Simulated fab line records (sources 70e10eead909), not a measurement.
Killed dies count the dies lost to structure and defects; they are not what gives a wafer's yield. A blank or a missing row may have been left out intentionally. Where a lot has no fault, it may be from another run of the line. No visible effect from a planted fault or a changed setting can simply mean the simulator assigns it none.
The tool behind it: which one? || flow nandHarc || 13 lots with 39 wafers sampled at 5 steps, on a route of 1302 steps

== WHAT THE GAUGES SHOWED, per wafer ==
NHARC_THIN_TSV_CD_MEAS_16. Usual: cdNm 999.2 nm, standard deviation 1.9.
{"lot": "L434", "measured": "day 24 12:24", "on": "cdSem-02", "cdNm (nm)": "999.9 998.0 999.8", "flag": ""}
{"lot": "L435", "measured": "day 24 11:17", "on": "cdSem-01", "cdNm (nm)": "1001.4 1002.0 998.6", "flag": ""}
{"lot": "L437", "measured": "day 25 00:25", "on": "cdSem-01", "cdNm (nm)": "997.5 1000.0 1002.2", "flag": ""}
{"lot": "L438", "measured": "day 26 09:37", "on": "cdSem-03", "cdNm (nm)": "996.9 997.4 999.3", "flag": ""}
{"lot": "L439", "measured": "day 26 18:40", "on": "cdSem-03", "cdNm (nm)": "998.1 997.0 995.3", "flag": ""}
{"lot": "L441", "measured": "day 26 19:52", "on": "cdSem-02", "cdNm (nm)": "1003.5 1001.0 1001.1", "flag": ""}
{"lot": "L445", "measured": "day 28 08:40", "on": "cdSem-01", "cdNm (nm)": "1000.5 1001.6 1003.2", "flag": ""}
{"lot": "L447", "measured": "day 29 12:25", "on": "cdSem-01", "cdNm (nm)": "998.9 997.5 998.7", "flag": ""}
{"lot": "L448", "measured": "day 30 07:28", "on": "cdSem-01", "cdNm (nm)": "1000.7 998.9 1001.6", "flag": ""}
{"lot": "L452", "measured": "day 32 03:39", "on": "cdSem-03", "cdNm (nm)": "998.2 1001.0 998.9", "flag": ""}
{"lot": "L451", "measured": "day 32 04:51", "on": "cdSem-02", "cdNm (nm)": "997.5 999.0 999.8", "flag": ""}
{"lot": "L457", "measured": "day 33 00:01", "on": "cdSem-03", "cdNm (nm)": "997.9 997.9 1000.1", "flag": ""}
{"lot": "L456", "measured": "day 33 04:18", "on": "cdSem-03", "cdNm (nm)": "1000.5 1000.4 998.7", "flag": ""}

NHARC_THIN_TSV_CD_MEAS_33: the cd target is 5000 nm. Usual: cdNm 4999.8 nm, standard deviation 1.9.
{"lot": "L434", "measured": "day 24 17:25", "on": "cdSem-02", "cdNm (nm)": "4999.4 5000.4 4998.4", "flag": ""}
{"lot": "L435", "measured": "day 24 16:13", "on": "cdSem-03", "cdNm (nm)": "5004.3 4998.2 5001.8", "flag": ""}
{"lot": "L437", "measured": "day 25 05:21", "on": "cdSem-01", "cdNm (nm)": "4997.3 4998.1 4998.4", "flag": ""}
{"lot": "L438", "measured": "day 26 14:26", "on": "cdSem-01", "cdNm (nm)": "4999.3 4998.4 4997.8", "flag": ""}
{"lot": "L439", "measured": "day 26 23:56", "on": "cdSem-01", "cdNm (nm)": "5000.7 4998.6 4999.1", "flag": ""}
{"lot": "L441", "measured": "day 27 01:08", "on": "cdSem-01", "cdNm (nm)": "4997.1 4996.8 4998.7", "flag": ""}
{"lot": "L445", "measured": "day 28 13:37", "on": "cdSem-03", "cdNm (nm)": "5002.4 5003.9 5001.7", "flag": ""}
{"lot": "L447", "measured": "day 29 17:24", "on": "cdSem-02", "cdNm (nm)": "4998.8 4996.6 4999.0", "flag": ""}
{"lot": "L448", "measured": "day 30 12:29", "on": "cdSem-03", "cdNm (nm)": "5001.6 5000.8 5001.1", "flag": ""}
{"lot": "L452", "measured": "day 32 08:34", "on": "cdSem-02", "cdNm (nm)": "5000.0 4997.8 5001.2", "flag": ""}
{"lot": "L451", "measured": "day 32 09:48", "on": "cdSem-02", "cdNm (nm)": "5000.7 5000.5 5003.9", "flag": ""}
{"lot": "L457", "measured": "day 33 04:59", "on": "cdSem-03", "cdNm (nm)": "5000.6 5003.2 5003.1", "flag": ""}
{"lot": "L456", "measured": "day 33 09:19", "on": "cdSem-01", "cdNm (nm)": "5000.2 4999.7 4996.9", "flag": ""}

NHARC_END_SORT_01. Usual: killedAtArray 53, standard deviation 19; killedAtOther 0.8, standard deviation 1.2; killedAtPeriphery 3.7, standard deviation 2.3; killedDies 57, standard deviation 19; killedOpen 3.2, standard deviation 1.7; killedShort 2.6, standard deviation 1.8.
{"lot": "L441", "measured": "day 27 08:58", "on": "prober-01", "killedAtArray": "150 139 100", "killedAtOther": "2 0 0", "killedAtPeriphery": "1 1 3", "killedDies": "153 140 103", "killedOpen": "2 4 6", "killedShort": "1 2 3", "flag": "OFF"}

== WHAT TOOL EACH LOT RAN ON (gives the tool, then ch and the chambers of the sampled wafers, and finally the start) ==
{"lot": "L434", "NHARC_A_CONTACT_DEP_85": "pecvd-02 ch 0,2, day 22 22:59", "NHARC_A_BONDPAD_CMP_19": "cmp-04 ch 0,1, day 23 21:26"}
{"lot": "L435", "NHARC_A_CONTACT_DEP_85": "pecvd-03 ch 0,2, day 22 23:02", "NHARC_A_BONDPAD_CMP_19": "cmp-01 ch 0,3, day 23 22:14"}
{"lot": "L437", "NHARC_A_CONTACT_DEP_85": "pecvd-03 ch 1,2, day 23 11:48", "NHARC_A_BONDPAD_CMP_19": "cmp-02 ch 0,2,3, day 24 09:49"}
{"lot": "L438", "NHARC_A_CONTACT_DEP_85": "pecvd-03 ch 1,2, day 24 21:48", "NHARC_A_BONDPAD_CMP_19": "cmp-01 ch 1,3, day 25 19:53"}
{"lot": "L439", "NHARC_A_CONTACT_DEP_85": "pecvd-02 ch 0,2, day 25 05:04", "NHARC_A_BONDPAD_CMP_19": "cmp-02 ch 1,2, day 26 03:38"}
{"lot": "L441", "NHARC_A_CONTACT_DEP_85": "pecvd-03 ch 0,1,2, day 25 09:07", "NHARC_A_BONDPAD_CMP_19": "cmp-04 ch 0,1,2, day 26 07:47"}
{"lot": "L445", "NHARC_A_CONTACT_DEP_85": "pecvd-01 ch 0,1, day 26 18:26", "NHARC_A_BONDPAD_CMP_19": "cmp-04 ch 0,1, day 27 17:49"}
{"lot": "L447", "NHARC_A_CONTACT_DEP_85": "pecvd-02 ch 0,1,2, day 27 06:23", "NHARC_A_BONDPAD_CMP_19": "cmp-04 ch 0,1, day 28 05:11"}
{"lot": "L448", "NHARC_A_CONTACT_DEP_85": "pecvd-02 ch 0,1,2, day 28 15:06", "NHARC_A_BONDPAD_CMP_19": "cmp-01 ch 1,2,3, day 29 13:45"}
{"lot": "L452", "NHARC_A_CONTACT_DEP_85": "pecvd-01 ch 0,1, day 30 08:12", "NHARC_A_BONDPAD_CMP_19": "cmp-04 ch 2,3, day 31 07:06"}
{"lot": "L451", "NHARC_A_CONTACT_DEP_85": "pecvd-01 ch 0,1, day 30 11:59", "NHARC_A_BONDPAD_CMP_19": "cmp-04 ch 0,2,3, day 31 09:50"}
{"lot": "L457", "NHARC_A_CONTACT_DEP_85": "pecvd-01 ch 0,2, day 31 12:08", "NHARC_A_BONDPAD_CMP_19": "cmp-01 ch 0,1,2, day 32 10:17"}
{"lot": "L456", "NHARC_A_CONTACT_DEP_85": "pecvd-02 ch 0,1, day 31 15:42", "NHARC_A_BONDPAD_CMP_19": "cmp-01 ch 0,2,3, day 32 13:50"}
- NHARC_A_CONTACT_DEP_85: deposits SiON, target thk 60 nm.
- NHARC_A_BONDPAD_CMP_19: polishes, t overpolish 30 s, cu recess touch 16 s, target thk 169.82 nm.

== AS READ BY THE TOOLS THEMSELVES (means over the sampled wafers that have a number; for cases with no such wafer, the mark the record gives instead) ==
NHARC_A_CONTACT_DEP_85. Usual: chamberPressureTorr 3.499 Torr, standard deviation 0.0077; heaterPowerW 766 W, standard deviation 100.
{"lot": "L434", "tool": "pecvd-02", "chamberPressureTorr (Torr)": 3.506, "heaterPowerW (W)": 640, "flag": ""}
{"lot": "L435", "tool": "pecvd-03", "chamberPressureTorr (Torr)": 3.492, "heaterPowerW (W)": 787, "flag": ""}
{"lot": "L437", "tool": "pecvd-03", "chamberPressureTorr (Torr)": 3.503, "heaterPowerW (W)": 625, "flag": ""}
{"lot": "L438", "tool": "pecvd-03", "chamberPressureTorr (Torr)": 3.489, "heaterPowerW (W)": 772, "flag": ""}
{"lot": "L439", "tool": "pecvd-02", "chamberPressureTorr (Torr)": 3.501, "heaterPowerW (W)": 734, "flag": ""}
{"lot": "L441", "tool": "pecvd-03", "chamberPressureTorr (Torr)": 3.499, "heaterPowerW (W)": 780, "flag": ""}
{"lot": "L445", "tool": "pecvd-01", "chamberPressureTorr (Torr)": 3.503, "heaterPowerW (W)": 784, "flag": ""}
{"lot": "L447", "tool": "pecvd-02", "chamberPressureTorr (Torr)": 3.507, "heaterPowerW (W)": 835, "flag": ""}
{"lot": "L448", "tool": "pecvd-02", "chamberPressureTorr (Torr)": 3.504, "heaterPowerW (W)": 785, "flag": ""}
{"lot": "L452", "tool": "pecvd-01", "chamberPressureTorr (Torr)": 3.498, "heaterPowerW (W)": 765, "flag": ""}
{"lot": "L451", "tool": "pecvd-01", "chamberPressureTorr (Torr)": 3.500, "heaterPowerW (W)": 780, "flag": ""}
{"lot": "L457", "tool": "pecvd-01", "chamberPressureTorr (Torr)": 3.499, "heaterPowerW (W)": 763, "flag": ""}
{"lot": "L456", "tool": "pecvd-02", "chamberPressureTorr (Torr)": 3.501, "heaterPowerW (W)": 888, "flag": ""}

NHARC_A_BONDPAD_CMP_19. Usual: motorCurrentA 12.5 A, standard deviation 1.1; overpolishRunS 30.001 s, standard deviation 0.0094.
{"lot": "L434", "tool": "cmp-04", "motorCurrentA (A)": 11.2, "overpolishRunS (s)": 30.005, "flag": ""}
{"lot": "L435", "tool": "cmp-01", "motorCurrentA (A)": 12.2, "overpolishRunS (s)": 29.997, "flag": ""}
{"lot": "L437", "tool": "cmp-02", "motorCurrentA (A)": 12.7, "overpolishRunS (s)": 30.001, "flag": ""}
{"lot": "L438", "tool": "cmp-01", "motorCurrentA (A)": 13.0, "overpolishRunS (s)": 30.002, "flag": ""}
{"lot": "L439", "tool": "cmp-02", "motorCurrentA (A)": 13.2, "overpolishRunS (s)": 30.010, "flag": ""}
{"lot": "L441", "tool": "cmp-04", "motorCurrentA (A)": 12.2, "overpolishRunS (s)": 29.998, "flag": ""}
{"lot": "L445", "tool": "cmp-04", "motorCurrentA (A)": 11.7, "overpolishRunS (s)": 30.001, "flag": ""}
{"lot": "L447", "tool": "cmp-04", "motorCurrentA (A)": 10.8, "overpolishRunS (s)": 30.007, "flag": ""}
{"lot": "L448", "tool": "cmp-01", "motorCurrentA (A)": 12.9, "overpolishRunS (s)": 30.004, "flag": ""}
{"lot": "L452", "tool": "cmp-04", "motorCurrentA (A)": 13.7, "overpolishRunS (s)": 30.000, "flag": ""}
{"lot": "L451", "tool": "cmp-04", "motorCurrentA (A)": 12.1, "overpolishRunS (s)": 29.987, "flag": ""}
{"lot": "L457", "tool": "cmp-01", "motorCurrentA (A)": 12.5, "overpolishRunS (s)": 30.006, "flag": ""}
{"lot": "L456", "tool": "cmp-01", "motorCurrentA (A)": 12.7, "overpolishRunS (s)": 30.009, "flag": ""}

== THE ANSWER, worked out from the rows above alone ==
Rule: take the mean of a lot's wafers that have a number; if it is more than 3 standard deviations from the usual mean, the lot is off. A lot without any number at a reading at which 4 lots or more have one is off too. The other lots that the step has rows for count as sound. First the gauges in route order, then the tools' own readings, where a lot's mean is used as printed above. The first step at which some lot is off is used, and at that step the reading that is off furthest; a lot without a number counts as furthest.
Off: L441, at NHARC_END_SORT_01 (killedAtArray). Neither off nor sound, because the step has no rows for them: L434, L435, L437, L438, L439, L445, L447, L448, L452, L451, L457, L456.
A tool fits if, at a process step before that reading, it ran every lot that is off, and no sound lot after the first of them. The gauges at NHARC_END_SORT_01 are tried like those tools. Can't be told from this: 3 tools fit, pecvd-03 at NHARC_A_CONTACT_DEP_85, cmp-04 at NHARC_A_BONDPAD_CMP_19, prober-01 at NHARC_END_SORT_01.

== WHAT HAD BEEN PUT IN BY THE SIMULATOR ==
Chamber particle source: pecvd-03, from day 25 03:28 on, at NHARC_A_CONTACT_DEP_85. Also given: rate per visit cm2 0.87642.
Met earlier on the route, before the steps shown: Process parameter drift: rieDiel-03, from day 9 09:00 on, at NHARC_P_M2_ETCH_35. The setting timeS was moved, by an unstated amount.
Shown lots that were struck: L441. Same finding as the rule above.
